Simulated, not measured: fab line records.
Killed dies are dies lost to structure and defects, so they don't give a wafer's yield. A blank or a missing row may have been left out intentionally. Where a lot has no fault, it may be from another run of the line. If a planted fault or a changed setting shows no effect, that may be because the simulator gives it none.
Struck lot and sound lot, side by side	flow n5-finfet	36 steps out of a route of 1938
Sound: wafers L758.1, L758.2, L758.4. Struck: wafer L769.4 (left out: L769.6, a lot-mate that was not struck); the cause follows at the end.
Per side, at each step with rows, come the tool, then ch with its chambers, and then its first start. Under that, the readings that differ: sound wafers	struck wafers	difference of the means	sigmas: that difference in standard deviations of wafers without a fault.
alike: readings with means less than 2 such deviations apart, plus words and numbers identical on both sides. not compared: withheld readings, readings lacking a value on some wafer, bounds such as >300 that could conceal the same value, and numbers that have no deviation in the record and whose values overlap.
The two part at a step that has a row with sigmas, a row that says differs or no value, or rows on one side only. Numbers that have no deviation but don't overlap get no sigmas and don't part them. Lack of a reading on every wafer of one side parts them only where that side has two or more wafers.

first, 10 steps without rows for these wafers: N5_DUMMY_GATE_ETCH_44 (etches poly-Si in HBr/O2, stops on SiO2, target depth 127.5 nm); N5_DUMMY_GATE_ETCH_42 (etches SiO2 in CHF3/O2, target depth 3.5 nm, time 31 s); N5_DUMMY_GATE_STRIP_48 (strips in N2/H2, time 20 s); N5_DUMMY_GATE_PRECLEAN_33 (cleans in dHF, time 10 s); N5_DUMMY_GATE_PRECLEAN_25 (cleans in O3/DIW, time 45 s); N5_DUMMY_GATE_PRECLEAN_51 (cleans in SC2, time 45 s); N5_DUMMY_GATE_SRD_26 (time 30 s); N5_DUMMY_GATE_UV_OZONE_45 (time 120 s); N5_SPACER0_ALD_07 (deposits SiNx, target thk 2 nm); N5_SPACER0_ALD_00 (deposits SiOCN, target thk 3.5 nm, pulse time 3 s, purge time 2 s).
N5_SPACER0_ALD_08: deposits SiNx, target thk 2 nm.
  sound on ald-sin-03 ch 0,1,2, day 3 20:05; struck on ald-sin-03 ch 3, day 6 13:26
reading	sound	struck	difference	sigmas
model.SiNx_of_SPACER0_ALD_08.thk-nm (nm)	2 2 2	1.6	-0.4	
  alike: heater-power-w
then, 18 steps without rows for these wafers: N5_SD_EPI_N_COAT_32 (time 60 s, resist thk 350 nm); N5_SD_EPI_N_COAT_33 (time 60 s, resist thk 35 nm); N5_SD_EPI_N_COAT_03 (resist thk 150 nm); N5_SD_EPI_N_EBR_05; N5_SD_EPI_N_SOFTBAKE_04 (time 60 s); N5_SD_EPI_N_EXPOSE_06 (exposes mask SD N BLK, target cd 120 nm); N5_SD_EPI_N_PEB_07 (peb time 60 s); N5_SD_EPI_N_DEVELOP_08 (develop time 30 s); N5_SD_EPI_N_DESCUM_14 (chemistry O2, time 7.9 s); N5_SD_EPI_N_ETCH_34 (etches SiARC in CF4, target depth 45.5 nm, time 75.8 s); N5_SD_EPI_N_ETCH_35 (etches SOC in N2/H2, overetch 108 nm, time 486 s); N5_SD_EPI_N_STRIP_36 (strips in N2/H2); N5_SD_EPI_N_ETCHBACK_44 (etches SiNx in CH3F/O2, stops on SiO2, target depth 14.5 nm); N5_SD_EPI_N_ETCH_45 (etches SiOCN in CH3F/O2, target depth 6 nm); N5_SD_EPI_N_ETCH_16 (etches SiO2 in CHF3/O2, target depth 5 nm); N5_SD_EPI_N_STRIP_47 (strips in CHF3/O2); N5_SD_EPI_N_SD_RECESS_17 (chemistry HBr/Cl2/O2, target depth 41 nm, time 23.7 s, bt time 3 s); N5_SD_EPI_N_STRIP_38 (strips in N2/H2).
N5_SD_EPI_N_WET_ETCH_43: etches SiO2 in dHF, time 14 s, target depth 1.5 nm.
  sound on wet-bench-01 ch 0,1,7, day 3 21:32; struck on wet-bench-04 ch 7, day 6 14:57
reading	sound	struck	difference	sigmas
model.SiNx_of_SPACER0_ALD_08.thk-nm (nm)	1.6 1.6 1.6	1	-1	
then, 5 steps without rows for these wafers: N5_SD_EPI_N_STRIP_18 (strips in SPM, time 750 s); N5_SD_EPI_N_SRD_20 (time 30 s); N5_SD_EPI_N_PRECLEAN_48 (cleans in NF3:NH3, afs cycles 2, time 20 s, sublimation time 60 s); N5_SD_EPI_N_VAPOR_ETCH_50 (etches Si in HCl, time 54 s); N5_SD_EPI_N_EPI_21 (deposits Si:P, time 690 s).
-- record jumps: 5 days separate the struck wafers' starts on either side; left off in module SD_EPI_N, taken up again in module BEOL_M4, whose first shown step is the route's number 1111 --
N5_BEOL_M4_RC_MEAS_101:
  sound on prober-01 ch 0, day 8 23:10; struck on prober-01 ch 0, day 11 16:50
reading	sound	struck	difference	sigmas
ION_P (uA/um)	458 463 467	478	+15	+2
REXT_N (ohm.um)	74.8 76.6 75.1	71.1	-4.4	-3
REXT_P (ohm.um)	103.0 104.9 104.0	92.1	-11.9	-5
  alike: DIBL_N, DIBL_P, IOFF_N, IOFF_P, ION_N, SS_N, SS_P, VT_N, VT_P

## WHERE THEY PART
Within this record, at N5_BEOL_M4_RC_MEAS_101 only.

WHY: what had been put in by the simulator
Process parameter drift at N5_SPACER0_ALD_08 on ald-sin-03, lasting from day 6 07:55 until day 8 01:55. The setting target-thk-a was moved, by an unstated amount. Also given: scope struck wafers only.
